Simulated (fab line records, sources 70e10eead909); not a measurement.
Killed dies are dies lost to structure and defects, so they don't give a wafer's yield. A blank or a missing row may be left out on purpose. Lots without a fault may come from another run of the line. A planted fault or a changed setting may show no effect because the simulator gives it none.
One fault seen from 2 desks | flow nand_harc | each desk has only its own numbers; what lay behind them comes last

THE DEFECT DESK
What the inspections along the route counted, lot by lot: means of the sampled wafers that have a number. A lot is out of limits, marked OUT, if its mean lies more than 4 standard deviations from the usual mean; the brackets give that distance.
Columns: A = raw_defect_count at NHARC_A_M0_INSPECT_11, usual 31
lot  | first seen here | A
L265 | day 17 17:56    | 7
L274 | day 20 06:39    | 47
L277 | day 21 00:27    | 37
L285 | day 22 21:35    | 44
L287 | day 23 00:25    | 40
This desk's finding: nothing out of limits on any of the 5 lots.

THE METROLOGY DESK
What the gauges read, lot by lot, whatever tool the lot ran on: means of the sampled wafers that have a number. A lot is out of limits, marked OUT, if its mean lies more than 4 standard deviations from the usual mean; the brackets give that distance.
Columns: A = overlay_x_nm at NHARC_A_M0_OVL_MEAS_10, usual 0.4 nm; B = overlay_y_nm at NHARC_A_M0_OVL_MEAS_10, usual 0.3 nm; C = cd_nm at NHARC_A_M0_CD_MEAS_16, usual 79.9 nm; D = thk_nm at NHARC_A_M0_THK_MEAS_24, usual 114.1 nm
lot  | first seen here | A    | B    | C    | D
L265 | day 17 17:54    | 1.5  | 0.3  | 80.2 | 112.9
L274 | day 20 06:36    | -0.2 | 0.2  | 79.7 | 114.9
L277 | day 21 00:25    | 1.6  | -0.1 | 80.8 | 115.3
L285 | day 22 21:32    | 1.2  | 0.8  | 80.5 | 113.5
L287 | day 23 00:23    | -0.5 | -0.5 | 79.9 | 113.2
This desk's finding: nothing out of limits on any of the 5 lots.

PUT TOGETHER
The defect desk saw nothing out of limits.
The metrology desk saw nothing out of limits.

WHAT THE SIMULATOR HAD PUT IN
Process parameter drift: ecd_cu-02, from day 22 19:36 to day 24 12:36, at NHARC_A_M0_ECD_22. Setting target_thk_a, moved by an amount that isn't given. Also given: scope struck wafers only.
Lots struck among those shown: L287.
